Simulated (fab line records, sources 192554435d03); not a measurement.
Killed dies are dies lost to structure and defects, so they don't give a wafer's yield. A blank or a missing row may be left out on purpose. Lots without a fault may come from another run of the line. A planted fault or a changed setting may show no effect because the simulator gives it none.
A struck lot beside a sound one | flow n5_finfet | 18 steps out of a route of 1938
Sound: wafers L463.3, L463.5, L463.6. Struck: wafer L483.6. (L483.3, L483.5 of the same lot were not struck and are left out.) The cause comes at the end.
At each step with rows: each side's tool, then ch and its chambers, then its first start. Under that, the readings that differ: sound wafers | struck wafers | difference of the means | sigmas: that difference in standard deviations of wafers without a fault.
alike: readings whose means differ by less than 2 such deviations, and words and numbers that are the same on both sides. not compared: withheld readings, readings that some wafer has no value for, bounds like >300 that may hide the same value, and numbers for which the record gives no deviation and whose values overlap.
The two part at a step that has a row with sigmas, a row that says differs or no value, or rows on one side only. Numbers that don't overlap but have no deviation are shown without sigmas and don't part them. A reading that every wafer of one side lacks parts them only if that side has two wafers or more.

N5_BEOL_M15_ETCH_61: etches BARC in N2/H2, target depth 89 nm, overetch 26.7 nm, time 67.9 s.
  sound on rie_diel-05 ch 1,2,3, day 11 16:32; struck on rie_diel-05 ch 3, day 17 22:20
  alike: drypump_motor_current_A, oes_product_au, rf_vpp_V, showerhead_plenum_p_Torr, throttle_valve_pct
  not compared: rf_hours_counter_h
then, 1 step without rows for these wafers: N5_BEOL_M15_TRENCH_ETCH_34 (etches SiO2 in C4F8/O2/Ar, target depth 872.93 nm, time 199 s).
N5_BEOL_M15_STRIP_36: strips in O2.
  sound on rie_diel-05 ch 2,3, day 11 19:50; struck on rie_diel-06 ch 1, day 18 00:39
  reading      | sound       | struck | difference | sigmas
  rf_vpp_V (V) | 3.8 2.2 4.6 | 5.6    | +2.1       | +2
  alike: drypump_motor_current_A, oes_product_au, showerhead_plenum_p_Torr, throttle_valve_pct
  not compared: rf_hours_counter_h
N5_BEOL_M15_STRIP_62: strips in O2.
  sound on rie_diel-05 ch 2,3; struck on rie_diel-06 ch 1
  reading                | sound             | struck | difference | sigmas
  throttle_valve_pct (%) | 16.92 16.93 16.54 | 16.35  | -0.45      | -2
  alike: drypump_motor_current_A, oes_product_au, rf_vpp_V, showerhead_plenum_p_Torr
  not compared: rf_hours_counter_h
then, 1 step without rows for these wafers: N5_BEOL_M15_STRIP_37 (strips in O2).
N5_BEOL_M15_ETCH_38: etches SiCN in CF4/N2, target depth 106.4 nm, time 120.5 s.
  sound on rie_diel-05 ch 2,3; struck on rie_diel-06 ch 1
  reading                | sound             | struck | difference | sigmas
  throttle_valve_pct (%) | 15.69 15.68 15.42 | 15.15  | -0.45      | -2
  alike: drypump_motor_current_A, oes_product_au, rf_vpp_V, showerhead_plenum_p_Torr
  not compared: rf_hours_counter_h
then, 5 steps without rows for these wafers: N5_BEOL_M15_PRECLEAN_39 (cleans in residue remover, time 60 s); N5_BEOL_M15_SRD_40 (time 30 s, dry time 30 s); N5_BEOL_M15_DEGAS_41 (time 60 s); N5_BEOL_M15_PRE_CLEAN_42 (time 30 s); N5_BEOL_M15_SPUTTER_43 (material TaN, target thk 15 nm, time 24.19 s).
N5_BEOL_M15_SPUTTER_44: material Ta, target thk 15 nm, time 24.19 s.
  sound on pvd_sputter-01, day 11 20:29; struck on pvd_sputter-03, day 18 01:20
  reading                                     | sound    | struck | difference | sigmas
  model.Ta_of_BEOL_M15_SPUTTER_44.thk_nm (nm) | 15 15 15 | 5      | -10        |
  alike: throttle_valve_pct
  not compared: susceptor_temp_C
N5_BEOL_M15_SPUTTER_45: material Cu, target thk 100 nm, time 16.67 s.
  sound on pvd_sputter-01, day 11 20:34; struck on pvd_sputter-03, day 18 01:25
  alike: susceptor_temp_C, throttle_valve_pct
then, 2 steps without rows for these wafers: N5_BEOL_M15_ECD_47 (material Cu, target thk 1860 nm); N5_BEOL_M15_ANNEAL_48 (time 90 s).
N5_BEOL_M15_CMP_49: polishes, stops on SiO2, t overpolish 4.9 s, target thk 850 nm.
  sound on cmp-02 ch 0,2,3, day 11 21:29; struck on cmp-03 ch 3, day 18 02:11
  reading                      | sound             | struck | difference | sigmas
  barrier_field_endpoint_s (s) | 11.79 11.43 11.42 | 7.45   | -4.10      | -16
  alike: head_pressure_psi, motor_current_A
  not compared: pad_life_wafers
N5_BEOL_M15_THK_MEAS_50: measures by xrf.
  sound on film_metro-01, day 11 21:40; struck on film_metro-02, day 18 02:22
  alike: M15_THK
then, 1 step without rows for these wafers: N5_PASSIVATION_PROBE_49.

WHERE THEY PART
First at N5_BEOL_M15_STRIP_36; last, within this record, at N5_BEOL_M15_CMP_49. Later steps at which nothing parts them and some readings are alike: N5_BEOL_M15_THK_MEAS_50.

WHY: what the simulator had put in
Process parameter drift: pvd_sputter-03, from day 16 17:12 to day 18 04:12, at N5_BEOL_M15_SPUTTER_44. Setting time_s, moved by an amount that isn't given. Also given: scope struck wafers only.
